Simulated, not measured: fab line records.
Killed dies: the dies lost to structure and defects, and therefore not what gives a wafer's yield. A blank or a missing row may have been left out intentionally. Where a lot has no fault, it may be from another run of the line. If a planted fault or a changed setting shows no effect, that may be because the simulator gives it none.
Which tool is to blame? | flow n5 finfet | 33 wafers sampled from 11 lots at 1 step of a route of 1938

## WHAT THE GAUGES READ, wafer by wafer
N5_MOL_CONTACT_COAG_THK_MEAS_53.
lot  | measured     | on            | VIA_MOL_THK (nm)
L075 | day 5 16:14  | film metro-02 | 42.9 43.2 44.5
L079 | day 6 12:28  | film metro-02 | 42.6 43.8 43.8
L081 | day 6 23:34  | film metro-02 | 43.8 44.4 44.5
L083 | day 7 08:35  | film metro-02 | 44.3 44.3 44.3
L085 | day 7 23:14  | film metro-02 | 43.9 43.5 43.7
L087 | day 8 13:59  | film metro-02 | 42.2 44.3 43.7
L089 | day 9 02:27  | film metro-02 | 43.5 43.1 43.5
L091 | day 9 14:33  | film metro-02 | 44.1 43.9 44.5
L093 | day 9 20:58  | film metro-02 | 44.3 45.2 44.3
L095 | day 10 13:12 | film metro-01 | 45.0 44.8 44.5
L097 | day 11 01:05 | film metro-02 | 43.1 42.4 44.1

## WHICH TOOL RAN EACH LOT (tool, then ch and the chambers of the sampled wafers, then the start)
Before these readings, the record contains no process step.

## THE ANSWER, worked out from the rows above alone
Rule: what is usual is taken from the lots themselves. Put in order of their means at a reading, lots are off if they are a third of the lots or fewer, leave a main group of 4 or more, and stand apart from it by a gap of 3 or more times the standard deviation of the main group's means; of several such gaps the widest counts. A main group is skipped when, at the precision printed for the reading in the tables above, its means are all equal. Also off: a lot with no number at a reading for which 4 or more lots have one. All remaining lots with rows at the step are treated as sound.
No lot is off at any reading shown: from this, nothing can be told.

## WHAT WAS PUT IN BY THE SIMULATOR
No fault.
